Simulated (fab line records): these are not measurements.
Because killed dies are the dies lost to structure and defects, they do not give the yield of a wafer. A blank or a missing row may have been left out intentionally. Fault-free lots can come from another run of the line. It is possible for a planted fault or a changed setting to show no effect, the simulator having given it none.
What tool caused it?	flow nandHarc	72 wafers from 24 lots sampled at 6 of the route's 1302 steps

== WHAT EACH GAUGE READ, for each wafer ==
NHARC_P_BONDPAD_CD_MEAS_13.
lot	measured	on	cdNm (nm)
L074	day 6 18:42	cdSem-03	497.7 496.6 502.0
L075	day 7 07:13	cdSem-02	501.0 497.7 496.7
L076	day 7 06:34	cdSem-03	501.9 501.8 498.9
L077	day 7 21:05	cdSem-03	499.5 501.9 498.7
L078	day 8 11:04	cdSem-02	496.8 498.5 501.1
L079	day 8 16:08	cdSem-01	500.4 497.4 499.4
L080	day 9 09:02	cdSem-01	499.5 498.4 499.1
L081	day 9 08:01	cdSem-02	501.8 500.0 500.5
L082	day 10 05:24	cdSem-03	500.2 497.9 502.2
L083	day 10 07:13	cdSem-02	502.0 497.8 497.5
L084	day 10 22:30	cdSem-02	497.2 498.5 496.6
L085	day 11 02:17	cdSem-02	502.5 502.5 500.8
L086	day 11 13:44	cdSem-01	501.2 506.6 505.7
L087	day 12 20:59	cdSem-02	502.1 498.8 499.9
L088	day 12 20:24	cdSem-03	501.2 501.6 498.2
L089	day 13 05:13	cdSem-01	502.2 503.0 499.7
L090	day 13 10:25	cdSem-03	501.7 497.8 496.9
L091	day 13 23:02	cdSem-01	498.4 498.6 498.1
L092	day 14 03:52	cdSem-02	496.2 497.4 497.7
L093	day 14 13:55	cdSem-03	502.4 501.1 501.7
L094	day 15 02:26	cdSem-01	501.4 500.6 500.1
L095	day 15 12:45	cdSem-03	496.6 500.6 500.1
L096	day 15 21:42	cdSem-01	500.8 498.9 502.6
L097	day 16 04:28	cdSem-03	497.8 499.6 500.2

== WHAT TOOL EACH LOT RAN ON (gives the tool, then ch and the chambers of the sampled wafers, and finally the start) ==
lot	NHARC_P_STI_DESCUM_14	NHARC_P_GATE_STRIP_113	NHARC_P_CONTACT_ETCH_35	NHARC_P_M0_PVD_21	NHARC_P_M1_ETCH_15
L074	rieDiel-06 ch 1,2, day 3 00:03	plasmaAsher-02 ch 1, day 5 21:31	rieDiel-08 ch 0,2,3, day 6 01:55	pvdSputter-02, day 6 18:42 or earlier	rieDiel-07 ch 2,3, day 6 18:42 or earlier
L075	rieDiel-06 ch 1,2,3, day 3 10:56	plasmaAsher-01 ch 0,1, day 6 09:34	rieDiel-08 ch 0,2, day 6 14:03	pvdSputter-01, day 7 07:13 or earlier	rieDiel-07 ch 2,3, day 7 07:13 or earlier
L076	rieDiel-07 ch 0,1,2, day 3 17:38	plasmaAsher-02 ch 0,1, day 6 09:08	rieDiel-03 ch 0,3, day 6 13:35	pvdSputter-03, day 7 06:34 or earlier	rieDiel-07 ch 0,2, day 7 06:34 or earlier
L077	rieDiel-06 ch 0,1, day 4 03:15	plasmaAsher-01 ch 0,1, day 6 23:49	rieDiel-05 ch 0,1,3, day 7 03:59	pvdSputter-02, day 7 21:05 or earlier	rieDiel-07 ch 0,2,3, day 7 21:05 or earlier
L078	rieDiel-06 ch 0,1, day 4 13:20	plasmaAsher-01 ch 0,1, day 7 13:10	rieDiel-03 ch 0,2,3, day 7 17:40	pvdSputter-03, day 8 11:04 or earlier	rieDiel-06 ch 1,2,3, day 8 11:04 or earlier
L079	rieDiel-06 ch 0,1,2, day 4 21:06	plasmaAsher-02 ch 0,1, day 7 18:09	rieDiel-08 ch 0,3, day 7 22:49	pvdSputter-02, day 8 16:08 or earlier	rieDiel-06 ch 0,1,3, day 8 16:08 or earlier
L080	rieDiel-07 ch 0,1,2, day 5 10:17	plasmaAsher-01 ch 0,1, day 8 10:49	rieDiel-08 ch 0,2,3, day 8 15:26	pvdSputter-01, day 9 09:02 or earlier	rieDiel-06 ch 0,2,3, day 9 09:02 or earlier
L081	rieDiel-01 ch 0,3, day 5 16:58	plasmaAsher-02 ch 0,1, day 8 10:11	rieDiel-05 ch 0,1,3, day 8 14:48	pvdSputter-01, day 9 08:01 or earlier	rieDiel-06 ch 1,2,3, day 9 08:01 or earlier
L082	rieDiel-06 ch 0,1,2, day 6 04:02	plasmaAsher-01 ch 0,1, day 9 08:23	rieDiel-05 ch 0,2,3, day 9 12:42	pvdSputter-03, day 10 05:24 or earlier	rieDiel-07 ch 0,1,2, day 10 05:24 or earlier
L083	rieDiel-07 ch 1,2, day 6 17:25	plasmaAsher-02 ch 0,1, day 9 09:40	rieDiel-08 ch 0,3, day 9 14:07	pvdSputter-01, day 10 07:13 or earlier	rieDiel-07 ch 1,2, day 10 07:13 or earlier
L084	rieDiel-07 ch 0,2, day 7 03:17	plasmaAsher-01 ch 0,1, day 10 00:53	rieDiel-05 ch 0,1,3, day 10 05:28	pvdSputter-03, day 10 22:30 or earlier	rieDiel-06 ch 0,1,3, day 10 22:30 or earlier
L085	rieDiel-01 ch 1,3, day 7 09:27	plasmaAsher-01 ch 0,1, day 10 05:04	rieDiel-03 ch 0,1,2, day 10 09:29	pvdSputter-03, day 11 02:17 or earlier	rieDiel-11 ch 0,1,3, day 11 02:17 or earlier
L086	rieDiel-06 ch 0,1,2, day 7 18:27	plasmaAsher-02 ch 0,1, day 10 16:01	rieDiel-08 ch 1,2, day 10 19:58	pvdSputter-03, day 11 13:44 or earlier	rieDiel-07 ch 1,2,3, day 11 13:44 or earlier
L087	rieDiel-06 ch 1,2,3, day 8 06:32	plasmaAsher-01 ch 0,1, day 11 23:02	rieDiel-03 ch 0,2, day 12 03:07	pvdSputter-03, day 12 20:59 or earlier	rieDiel-07 ch 0,3, day 12 20:59 or earlier
L088	rieDiel-07 ch 0,1,3, day 8 17:11	plasmaAsher-02 ch 0,1, day 11 21:52	rieDiel-05 ch 0,1,2, day 12 02:38	pvdSputter-02, day 12 20:24 or earlier	rieDiel-07 ch 0,2, day 12 20:24 or earlier
L089	rieDiel-01 ch 0,1,3, day 9 02:26	plasmaAsher-01 ch 0,1, day 12 07:27	rieDiel-05 ch 1,3, day 12 11:54	pvdSputter-01, day 13 05:13 or earlier	rieDiel-07 ch 1,2, day 13 05:13 or earlier
L090	rieDiel-01 ch 1,2,3, day 9 11:33	plasmaAsher-02 ch 0,1, day 12 12:46	rieDiel-05 ch 1,3, day 12 17:14	pvdSputter-01, day 13 10:25 or earlier	rieDiel-06 ch 0,2,3, day 13 10:25 or earlier
L091	rieDiel-01 ch 0,1,2, day 9 21:51	plasmaAsher-02 ch 0,1, day 13 01:47	rieDiel-08 ch 0,1,3, day 13 05:58	pvdSputter-01, day 13 23:02 or earlier	rieDiel-06 ch 0,1,3, day 13 23:02 or earlier
L092	rieDiel-06 ch 0,1,2, day 10 07:55	plasmaAsher-02 ch 0,1, day 13 06:34	rieDiel-03 ch 0,3, day 13 10:51	pvdSputter-03, day 13 19:14 or earlier	rieDiel-07 ch 0,1, day 13 19:14
L093	rieDiel-07 ch 1,2,3, day 10 20:28	plasmaAsher-01 ch 0,1, day 13 16:37	rieDiel-03 ch 1,3, day 13 20:40	pvdSputter-02, day 14 13:55 or earlier	rieDiel-11 ch 0,1,2, day 14 13:55 or earlier
L094	rieDiel-06 ch 0,2,3, day 11 05:41	plasmaAsher-01 ch 0,1, day 14 04:33	rieDiel-08 ch 0,1,3, day 14 08:59	pvdSputter-02, day 15 02:26 or earlier	rieDiel-06 ch 0,1,2, day 15 02:26 or earlier
L095	rieDiel-01 ch 0,1, day 11 16:42	plasmaAsher-01 ch 0,1, day 14 14:47	rieDiel-03 ch 0,1,2, day 14 19:14	pvdSputter-01, day 15 12:45 or earlier	rieDiel-07 ch 0,2,3, day 15 12:45 or earlier
L096	rieDiel-01 ch 1,2, day 12 01:26	plasmaAsher-02 ch 0,1, day 14 23:51	rieDiel-08 ch 0,1, day 15 04:25	pvdSputter-03, day 15 21:42 or earlier	rieDiel-06 ch 1,2,3, day 15 21:42 or earlier
L097	rieDiel-01 ch 0,1,3, day 12 09:56	plasmaAsher-02 ch 0,1, day 15 06:49	rieDiel-03 ch 0,2, day 15 11:01	pvdSputter-02, day 16 04:28 or earlier	rieDiel-07 ch 0,1,2, day 16 04:28 or earlier
- NHARC_P_STI_DESCUM_14: chemistry O2, time 3 s.
- NHARC_P_GATE_STRIP_113: strips in N2/H2, time 740 s.
- NHARC_P_CONTACT_ETCH_35: etches the open film in CF4, target depth 39 nm, time 65 s.
- NHARC_P_M0_PVD_21: deposits Cu, target thk 30 nm, time 20.49 s.
- NHARC_P_M1_ETCH_15: etches the open film in C4F8/Ar, target depth 182.5 nm, time 91.2 s.

== AS READ BY THE TOOLS THEMSELVES (means over the sampled wafers that have a number; for cases with no such wafer, the mark the record gives instead) ==
NHARC_P_STI_DESCUM_14.
lot	tool	drypumpMotorCurrentA (A)	oesProductAu (a.u.)	rfVppV (V)	showerheadPlenumPTorr (Torr)	throttleValvePct (%)
L074	rieDiel-06	6.3	0.992	58.3	1.96	11.314
L075	rieDiel-06	6.1	0.995	58.8	1.99	11.314
L076	rieDiel-07	5.2	1.006	58.3	1.91	11.314
L077	rieDiel-06	5.9	1.008	59.0	2.00	11.311
L078	rieDiel-06	5.8	0.998	58.5	1.93	11.311
L079	rieDiel-06	6.1	0.987	58.2	1.95	11.312
L080	rieDiel-07	5.2	0.997	57.4	1.91	11.311
L081	rieDiel-01	6.1	1.002	57.5	1.87	11.304
L082	rieDiel-06	6.1	1.000	57.6	1.95	11.314
L083	rieDiel-07	5.0	1.005	58.0	1.93	11.313
L084	rieDiel-07	5.0	1.008	57.5	1.97	11.308
L085	rieDiel-01	6.1	1.006	57.3	1.91	11.303
L086	rieDiel-06	6.1	0.995	57.9	1.95	11.300
L087	rieDiel-06	6.1	0.998	58.6	1.99	11.302
L088	rieDiel-07	5.5	0.997	58.1	1.91	11.302
L089	rieDiel-01	5.6	0.997	58.5	1.93	11.312
L090	rieDiel-01	5.9	1.003	57.6	1.96	11.309
L091	rieDiel-01	5.4	0.988	58.3	1.98	11.308
L092	rieDiel-06	6.1	0.996	58.2	1.95	11.316
L093	rieDiel-07	5.3	1.013	58.2	1.92	11.318
L094	rieDiel-06	6.1	0.995	57.7	1.92	11.315
L095	rieDiel-01	5.2	1.003	57.9	1.98	11.308
L096	rieDiel-01	5.7	1.006	57.8	2.01	11.313
L097	rieDiel-01	5.7	1.007	57.6	1.93	11.310

NHARC_P_GATE_STRIP_113.
lot	tool	drypumpMotorCurrentA (A)	heaterPowerW (W)
L074	plasmaAsher-02	5.0	93
L075	plasmaAsher-01	5.7	74
L076	plasmaAsher-02	5.5	92
L077	plasmaAsher-01	5.7	75
L078	plasmaAsher-01	5.7	75
L079	plasmaAsher-02	5.5	92
L080	plasmaAsher-01	5.9	72
L081	plasmaAsher-02	5.5	91
L082	plasmaAsher-01	5.7	77
L083	plasmaAsher-02	5.2	92
L084	plasmaAsher-01	5.7	76
L085	plasmaAsher-01	5.7	75
L086	plasmaAsher-02	5.5	92
L087	plasmaAsher-01	5.7	76
L088	plasmaAsher-02	5.5	96
L089	plasmaAsher-01	5.7	75
L090	plasmaAsher-02	5.2	95
L091	plasmaAsher-02	5.5	96
L092	plasmaAsher-02	5.5	95
L093	plasmaAsher-01	5.7	76
L094	plasmaAsher-01	5.9	73
L095	plasmaAsher-01	5.7	77
L096	plasmaAsher-02	5.2	95
L097	plasmaAsher-02	5.5	96

NHARC_P_CONTACT_ETCH_35.
lot	tool	drypumpMotorCurrentA (A)	oesProductAu (a.u.)	rfVppV (V)	showerheadPlenumPTorr (Torr)	throttleValvePct (%)
L074	rieDiel-08	6.1	1.015	151.8	1.79	13.277
L075	rieDiel-08	5.9	1.015	151.5	1.75	13.293
L076	rieDiel-03	6.3	0.991	150.4	1.72	13.282
L077	rieDiel-05	6.1	0.996	152.4	1.81	13.280
L078	rieDiel-03	6.3	1.005	150.6	1.74	13.280
L079	rieDiel-08	5.8	1.004	152.2	1.83	13.291
L080	rieDiel-08	6.1	1.015	151.7	1.79	13.296
L081	rieDiel-05	6.0	1.003	152.2	1.81	13.288
L082	rieDiel-05	6.1	0.995	152.7	1.86	13.284
L083	rieDiel-08	5.7	1.011	151.5	1.78	13.286
L084	rieDiel-05	6.0	0.999	151.2	1.81	13.287
L085	rieDiel-03	6.1	1.003	151.2	1.78	13.275
L086	rieDiel-08	6.2	1.002	150.9	1.78	13.279
L087	rieDiel-03	6.3	1.000	150.8	1.74	13.290
L088	rieDiel-05	6.3	0.998	151.9	1.79	13.286
L089	rieDiel-05	6.1	0.992	152.0	1.83	13.296
L090	rieDiel-05	6.1	1.000	151.6	1.82	13.278
L091	rieDiel-08	5.8	1.007	151.3	1.80	13.295
L092	rieDiel-03	6.2	0.995	150.6	1.73	13.285
L093	rieDiel-03	6.2	0.994	150.9	1.75	13.280
L094	rieDiel-08	5.8	1.008	152.1	1.80	13.282
L095	rieDiel-03	6.1	1.010	151.9	1.78	13.293
L096	rieDiel-08	5.7	1.018	151.0	1.75	13.281
L097	rieDiel-03	6.3	0.999	151.7	1.74	13.283

NHARC_P_M0_PVD_21.
lot	tool	throttleValvePct (%)
L074	pvdSputter-02	30.4
L075	pvdSputter-01	29.0
L076	pvdSputter-03	30.6
L077	pvdSputter-02	29.8
L078	pvdSputter-03	31.3
L079	pvdSputter-02	29.4
L080	pvdSputter-01	28.3
L081	pvdSputter-01	28.9
L082	pvdSputter-03	30.2
L083	pvdSputter-01	27.9
L084	pvdSputter-03	30.5
L085	pvdSputter-03	30.9
L086	pvdSputter-03	29.0
L087	pvdSputter-03	30.7
L088	pvdSputter-02	30.9
L089	pvdSputter-01	29.3
L090	pvdSputter-01	29.1
L091	pvdSputter-01	29.7
L092	pvdSputter-03	30.6
L093	pvdSputter-02	29.7
L094	pvdSputter-02	30.1
L095	pvdSputter-01	28.0
L096	pvdSputter-03	30.9
L097	pvdSputter-02	29.5

NHARC_P_M1_ETCH_15.
lot	tool	oesProductAu (a.u.)	rfVppV (V)
L074	rieDiel-07	0.977	442.2
L075	rieDiel-07	0.974	442.7
L076	rieDiel-07	0.971	441.8
L077	rieDiel-07	0.970	442.5
L078	rieDiel-06	0.954	443.4
L079	rieDiel-06	0.962	443.2
L080	rieDiel-06	0.960	440.9
L081	rieDiel-06	0.933	442.7
L082	rieDiel-07	0.971	440.8
L083	rieDiel-07	0.924	438.9
L084	rieDiel-06	0.969	443.0
L085	rieDiel-11	0.940	441.6
L086	rieDiel-07	0.964	441.5
L087	rieDiel-07	0.952	442.3
L088	rieDiel-07	0.926	441.3
L089	rieDiel-07	0.960	440.7
L090	rieDiel-06	0.964	441.6
L091	rieDiel-06	0.968	442.5
L092	rieDiel-07	0.992	440.6
L093	rieDiel-11	0.929	440.7
L094	rieDiel-06	0.975	441.6
L095	rieDiel-07	0.979	441.8
L096	rieDiel-06	0.978	443.0
L097	rieDiel-07	0.972	441.0

== THE ANSWER, worked out from the rows above alone ==
Rule: usual is defined by the lots themselves. Put in order of their means at a reading, lots are off if they are a third of the lots or fewer, leave a main group of 4 or more, and stand apart from it by a gap of 3 or more times the standard deviation of the main group's means; of several such gaps the widest counts. A main group whose means are all the same, to the digits that the tables above print for the reading, isn't used. A lot without any number at a reading at which 4 lots or more have one is off too. All remaining lots with rows at the step are treated as sound. Order of review: gauges by route order, followed by the tools' own readings, for which a lot's mean as printed above is used. The first step at which some lot is off is used, and at that step the reading that is off furthest; a lot without a number counts as furthest.
Across all readings shown, no lot is off: no conclusion can be drawn from this.

== WHAT THE SIMULATOR PUT IN ==
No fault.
